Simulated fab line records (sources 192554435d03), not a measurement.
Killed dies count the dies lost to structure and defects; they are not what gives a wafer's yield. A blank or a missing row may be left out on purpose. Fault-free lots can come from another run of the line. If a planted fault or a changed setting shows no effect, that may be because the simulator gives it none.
Chamber matching -- flow n5-finfet -- 4 sister chambers for N5_BEOL_M0_SAQP_SPACER1_ALD_98 on ald-sin-03
The step deposits SiO2, target thk 12.8 nm, pulse time 1 s, purge time 2 s. 8 wafers are shown with their chamber, then 11 later ones without.

## WAFERS PAIRED WITH THEIR CHAMBERS
wafer,chamber,heater-power-w (W),precursor-pulse-height-rel
L086.2,3,434,1.020
L086.6,2,470,0.983
L088.1,3,437,0.953
L088.2,2,471,1.029
L088.4,1,552,0.995
L088.5,0,516,1.038
L088.6,1,573,1.003
L090.3,0,512,0.983

## WAFERS WITH NO CHAMBER GIVEN
wafer,heater-power-w (W),precursor-pulse-height-rel
L090.4,446,0.968
L090.5,581,1.019
L092.1,564,0.959
L092.2,449,1.028
L092.3,516,1.016
L094.1,437,1.017
L094.5,438,1.010
L094.6,556,0.982
L097.3,542,0.985
L097.5,504,1.000
L097.6,451,0.989

## WHICH CHAMBER EACH WENT THROUGH
wafer,from the rows above,in truth
L090.4,can't be placed: 3 or 2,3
L090.5,1,1
L092.1,1,1
L092.2,can't be placed: 3 or 2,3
L092.3,0,0
L094.1,3,3
L094.5,3,3
L094.6,1,1
L097.3,can't be placed: 1 or 0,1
L097.5,0,0
L097.6,can't be placed: 3 or 2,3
Correctly placed: 7 of 11. Not placeable from these rows: 4 (in 4, the candidates include the true chamber). Placed wrongly: 0.
How it was worked out, from the rows above alone: a wafer's distance from a chamber is the root of the sum, over the readings, of the square of ((its reading less the chamber's mean) divided by the reading's scatter). If the next closest chamber is less than 2 further off than the closest, the wafer can't be placed; otherwise it belongs to the closest. For every chamber, the mean is computed from those of its wafers that are shown. How the scatter is found: for the shown wafers, subtract from each reading the mean of its chamber, square and add these, divide the total by (wafers less chambers), then take the root.
